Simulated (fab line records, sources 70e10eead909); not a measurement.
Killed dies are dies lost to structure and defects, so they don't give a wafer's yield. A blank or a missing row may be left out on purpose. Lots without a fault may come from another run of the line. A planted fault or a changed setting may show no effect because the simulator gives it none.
Which tool did it? | flow nand_harc | 6 lots, 18 wafers sampled, at 3 steps of a route of 1302

WHAT THE GAUGES READ, wafer by wafer
NHARC_P_GATE_CD_MEAS_59: target cd 720 nm.
lot  | measured     | on        | cd_nm (nm)
L723 | day 7 04:10  | cd_sem-02 | 717.0 722.2 719.1
L727 | day 9 03:26  | cd_sem-01 | 718.2 718.1 719.3
L734 | day 12 00:50 | cd_sem-03 | 719.7 720.3 718.4
L736 | day 12 16:43 | cd_sem-01 | 703.3 704.2 704.5 703.6 704.0 704.7
L740 | day 14 16:27 | cd_sem-02 | 702.4 702.2 701.2 703.0 702.2 701.1
L742 | day 15 06:42 | cd_sem-02 | 721.1 719.6 717.6

WHICH TOOL RAN EACH LOT (tool, then ch and the chambers of the sampled wafers, then the start)
lot  | NHARC_P_GATE_STRIP_75                | NHARC_P_GATE_EXPOSE_56
L723 | plasma_asher-02 ch 0,1, day 7 03:15  | krf_scanner-02 ch 0, day 7 04:01
L727 | plasma_asher-01 ch 0,1, day 9 02:40  | krf_scanner-03 ch 0, day 9 03:17
L734 | plasma_asher-02 ch 0,1, day 11 23:56 | krf_scanner-04 ch 0, day 12 00:41
L736 | plasma_asher-01 ch 0,1, day 12 15:55 | krf_scanner-03 ch 0, day 12 16:33
L740 | plasma_asher-02 ch 0,1, day 14 15:33 | krf_scanner-03 ch 0, day 14 16:18
L742 | plasma_asher-02 ch 0,1, day 15 05:48 | krf_scanner-04 ch 0, day 15 06:33
- NHARC_P_GATE_STRIP_75: strips in O2.
- NHARC_P_GATE_EXPOSE_56: exposes mask P PSD, target cd 720 nm.

THE ANSWER, worked out from the rows above alone
Rule: what is usual is taken from the lots themselves. Put in order of their means at a reading, lots are off if they are a third of the lots or fewer, leave a main group of 4 or more, and stand apart from it by a gap of 3 or more times the standard deviation of the main group's means; of several such gaps the widest counts. A main group whose means are all the same, to the digits that the tables above print for the reading, isn't used. A lot without any number at a reading at which 4 lots or more have one is off too. The other lots that the step has rows for count as sound.
Off: L736, L740, at NHARC_P_GATE_CD_MEAS_59 (cd_nm). The main group: mean 719.2 nm, standard deviation 0.39.
A tool fits if, at a process step before that reading, it ran every lot that is off, and no sound lot after the first of them. The gauges at NHARC_P_GATE_CD_MEAS_59 are tried like those tools. One fits: krf_scanner-03 at NHARC_P_GATE_EXPOSE_56. Its last sound lot is L727 (day 9 03:17), its first lot that is off L736 (day 12 16:33): a fault that began between those two fits.

WHAT THE SIMULATOR HAD PUT IN
Process parameter drift: krf_scanner-03, from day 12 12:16 on, at NHARC_P_GATE_EXPOSE_56. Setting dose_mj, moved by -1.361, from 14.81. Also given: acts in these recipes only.
Lots struck among those shown: L736, L740. The rule above found the same.
